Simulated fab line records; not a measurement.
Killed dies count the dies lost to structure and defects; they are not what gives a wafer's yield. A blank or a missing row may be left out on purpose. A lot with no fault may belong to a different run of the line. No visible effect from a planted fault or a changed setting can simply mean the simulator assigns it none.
Chamber matching / flow n5 finfet / N5_BEOL_M2_ALD_84 on ald metal-04 has 4 sister chambers
The step deposits TaN, pulse time 2 s, purge time 3 s, co reactant purge time 2 s. 4 wafers are shown with their chamber, then 8 later ones without.

== WAFERS, EACH WITH ITS CHAMBER ==
wafer=L082.3; chamber=0; heater power w (W)=436
wafer=L085.2; chamber=1; heater power w (W)=408
wafer=L085.6; chamber=3; heater power w (W)=436
wafer=L092.1; chamber=2; heater power w (W)=400

== WAFERS MISSING THEIR CHAMBER ==
wafer=L092.2; heater power w (W)=407
wafer=L092.3; heater power w (W)=431
wafer=L095.2; heater power w (W)=385
wafer=L095.3; heater power w (W)=428
wafer=L095.4; heater power w (W)=406
wafer=L097.2; heater power w (W)=401
wafer=L097.4; heater power w (W)=441
wafer=L097.5; heater power w (W)=431

== WHICH CHAMBER EACH ONE RAN IN ==
wafer=L092.2; from the rows above=can't be placed: 1 or 2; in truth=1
wafer=L092.3; from the rows above=can't be placed: 0 or 3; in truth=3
wafer=L095.2; from the rows above=can't be placed: 2 or 1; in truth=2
wafer=L095.3; from the rows above=can't be placed: 0 or 3 or 1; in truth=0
wafer=L095.4; from the rows above=can't be placed: 1 or 2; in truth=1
wafer=L097.2; from the rows above=can't be placed: 2 or 1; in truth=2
wafer=L097.4; from the rows above=can't be placed: 0 or 3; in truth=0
wafer=L097.5; from the rows above=can't be placed: 0 or 3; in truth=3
Placed correctly: 0 of 8. Not placeable from these rows: 8 (in 8, the candidates include the true chamber). 0 placed wrongly.
How it was worked out, from the rows above alone: a wafer's distance from a chamber is the root of the sum, over the readings, of the square of ((its reading less the chamber's mean) divided by the reading's scatter). The wafer belongs to the nearest chamber; if the next one is less than 2 further off, it can't be placed. Each chamber's mean is taken over the wafers shown for it. The scatter: root of mean squared gap, hidden wafer to nearest shown wafer, with one shown wafer a chamber.
